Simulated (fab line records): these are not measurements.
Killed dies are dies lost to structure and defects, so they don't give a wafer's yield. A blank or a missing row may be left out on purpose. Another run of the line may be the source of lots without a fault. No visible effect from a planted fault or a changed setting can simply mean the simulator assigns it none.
Chamber matching / flow n5_finfet / N5_BEOL_M9_ETCH_61 on rie_diel-06: 4 sister chambers
The step etches SiARC in CF4, target depth 39 nm, time 65 s. 24 wafers are shown with their chamber, then 12 later ones without.

WAFERS WITH THEIR CHAMBER
wafer=L077.3; chamber=3; drypump_motor_current_A (A)=6.2; showerhead_plenum_p_Torr (Torr)=2.13; throttle_valve_pct (%)=16.03
wafer=L077.5; chamber=0; drypump_motor_current_A (A)=5.6; showerhead_plenum_p_Torr (Torr)=2.14; throttle_valve_pct (%)=15.77
wafer=L077.6; chamber=1; drypump_motor_current_A (A)=5.2; showerhead_plenum_p_Torr (Torr)=2.12; throttle_valve_pct (%)=15.58
wafer=L080.2; chamber=3; drypump_motor_current_A (A)=6.2; showerhead_plenum_p_Torr (Torr)=2.13; throttle_valve_pct (%)=16.04
wafer=L080.4; chamber=1; drypump_motor_current_A (A)=5.2; showerhead_plenum_p_Torr (Torr)=2.11; throttle_valve_pct (%)=15.60
wafer=L080.6; chamber=3; drypump_motor_current_A (A)=6.2; showerhead_plenum_p_Torr (Torr)=2.13; throttle_valve_pct (%)=16.02
wafer=L078.2; chamber=1; drypump_motor_current_A (A)=5.2; showerhead_plenum_p_Torr (Torr)=2.11; throttle_valve_pct (%)=15.61
wafer=L078.3; chamber=2; drypump_motor_current_A (A)=5.7; showerhead_plenum_p_Torr (Torr)=1.98; throttle_valve_pct (%)=15.77
wafer=L078.4; chamber=3; drypump_motor_current_A (A)=6.2; showerhead_plenum_p_Torr (Torr)=2.13; throttle_valve_pct (%)=16.00
wafer=L081.2; chamber=0; drypump_motor_current_A (A)=5.7; showerhead_plenum_p_Torr (Torr)=2.13; throttle_valve_pct (%)=15.78
wafer=L081.5; chamber=1; drypump_motor_current_A (A)=5.2; showerhead_plenum_p_Torr (Torr)=2.11; throttle_valve_pct (%)=15.61
wafer=L081.6; chamber=0; drypump_motor_current_A (A)=5.7; showerhead_plenum_p_Torr (Torr)=2.13; throttle_valve_pct (%)=15.78
wafer=L086.1; chamber=3; drypump_motor_current_A (A)=6.2; showerhead_plenum_p_Torr (Torr)=2.12; throttle_valve_pct (%)=16.07
wafer=L086.2; chamber=0; drypump_motor_current_A (A)=5.7; showerhead_plenum_p_Torr (Torr)=2.13; throttle_valve_pct (%)=15.81
wafer=L086.4; chamber=2; drypump_motor_current_A (A)=5.6; showerhead_plenum_p_Torr (Torr)=1.97; throttle_valve_pct (%)=15.78
wafer=L085.3; chamber=2; drypump_motor_current_A (A)=5.6; showerhead_plenum_p_Torr (Torr)=1.97; throttle_valve_pct (%)=15.80
wafer=L085.5; chamber=1; drypump_motor_current_A (A)=5.2; showerhead_plenum_p_Torr (Torr)=2.11; throttle_valve_pct (%)=15.14
wafer=L085.6; chamber=0; drypump_motor_current_A (A)=5.6; showerhead_plenum_p_Torr (Torr)=2.13; throttle_valve_pct (%)=15.80
wafer=L087.1; chamber=2; drypump_motor_current_A (A)=5.6; showerhead_plenum_p_Torr (Torr)=1.97; throttle_valve_pct (%)=15.80
wafer=L087.3; chamber=0; drypump_motor_current_A (A)=5.7; showerhead_plenum_p_Torr (Torr)=2.13; throttle_valve_pct (%)=15.81
wafer=L087.6; chamber=0; drypump_motor_current_A (A)=5.7; showerhead_plenum_p_Torr (Torr)=2.13; throttle_valve_pct (%)=15.84
wafer=L090.3; chamber=3; drypump_motor_current_A (A)=6.2; showerhead_plenum_p_Torr (Torr)=2.12; throttle_valve_pct (%)=16.04
wafer=L090.4; chamber=0; drypump_motor_current_A (A)=5.7; showerhead_plenum_p_Torr (Torr)=2.13; throttle_valve_pct (%)=15.82
wafer=L090.6; chamber=0; drypump_motor_current_A (A)=5.7; showerhead_plenum_p_Torr (Torr)=2.13; throttle_valve_pct (%)=15.83

SIGNATURES (averages over the wafers above)
reading=drypump_motor_current_A; chamber 0=5.678; chamber 1=5.200; chamber 2=5.625; chamber 3=6.200; scatter within a chamber=0.034
reading=showerhead_plenum_p_Torr; chamber 0=2.1311; chamber 1=2.1120; chamber 2=1.9725; chamber 3=2.1267; scatter within a chamber=0.00434
reading=throttle_valve_pct; chamber 0=15.8044; chamber 1=15.5080; chamber 2=15.7875; chamber 3=16.0333; scatter within a chamber=0.0943
Rule: for a wafer and a chamber, the distance is found by dividing, reading by reading, the gap between the wafer's reading and the chamber's mean by the reading's scatter, squaring, summing and taking the root. The wafer belongs to the nearest chamber; if the next one is less than 2 further off, it can't be placed. The scatter: the root of (the sum of the squares of (reading less its chamber's mean) over the shown wafers, divided by (wafers less chambers)).

WAFERS MISSING THEIR CHAMBER
wafer=L089.1; drypump_motor_current_A (A)=5.7; showerhead_plenum_p_Torr (Torr)=2.13; throttle_valve_pct (%)=15.84
wafer=L089.2; drypump_motor_current_A (A)=5.2; showerhead_plenum_p_Torr (Torr)=2.11; throttle_valve_pct (%)=15.13
wafer=L089.4; drypump_motor_current_A (A)=6.2; showerhead_plenum_p_Torr (Torr)=2.12; throttle_valve_pct (%)=16.07
wafer=L091.1; drypump_motor_current_A (A)=6.2; showerhead_plenum_p_Torr (Torr)=2.12; throttle_valve_pct (%)=16.06
wafer=L091.2; drypump_motor_current_A (A)=5.7; showerhead_plenum_p_Torr (Torr)=2.13; throttle_valve_pct (%)=15.84
wafer=L091.3; drypump_motor_current_A (A)=5.6; showerhead_plenum_p_Torr (Torr)=1.97; throttle_valve_pct (%)=15.81
wafer=L091.4; drypump_motor_current_A (A)=5.2; showerhead_plenum_p_Torr (Torr)=2.11; throttle_valve_pct (%)=15.14
wafer=L091.5; drypump_motor_current_A (A)=5.7; showerhead_plenum_p_Torr (Torr)=2.13; throttle_valve_pct (%)=15.82
wafer=L091.6; drypump_motor_current_A (A)=5.2; showerhead_plenum_p_Torr (Torr)=2.11; throttle_valve_pct (%)=15.16
wafer=L094.1; drypump_motor_current_A (A)=5.7; showerhead_plenum_p_Torr (Torr)=2.12; throttle_valve_pct (%)=15.87
wafer=L094.3; drypump_motor_current_A (A)=5.2; showerhead_plenum_p_Torr (Torr)=2.11; throttle_valve_pct (%)=15.14
wafer=L094.5; drypump_motor_current_A (A)=5.2; showerhead_plenum_p_Torr (Torr)=2.11; throttle_valve_pct (%)=15.15

THE CHAMBER EACH PASSED THROUGH
wafer=L089.1; from the rows above=0; in truth=0
wafer=L089.2; from the rows above=1; in truth=1
wafer=L089.4; from the rows above=3; in truth=3
wafer=L091.1; from the rows above=3; in truth=3
wafer=L091.2; from the rows above=0; in truth=0
wafer=L091.3; from the rows above=2; in truth=2
wafer=L091.4; from the rows above=1; in truth=1
wafer=L091.5; from the rows above=0; in truth=0
wafer=L091.6; from the rows above=1; in truth=1
wafer=L094.1; from the rows above=0; in truth=0
wafer=L094.3; from the rows above=1; in truth=1
wafer=L094.5; from the rows above=1; in truth=1
Placed correctly: 12 of 12. Not placeable from these rows: 0. Wrongly placed: 0.
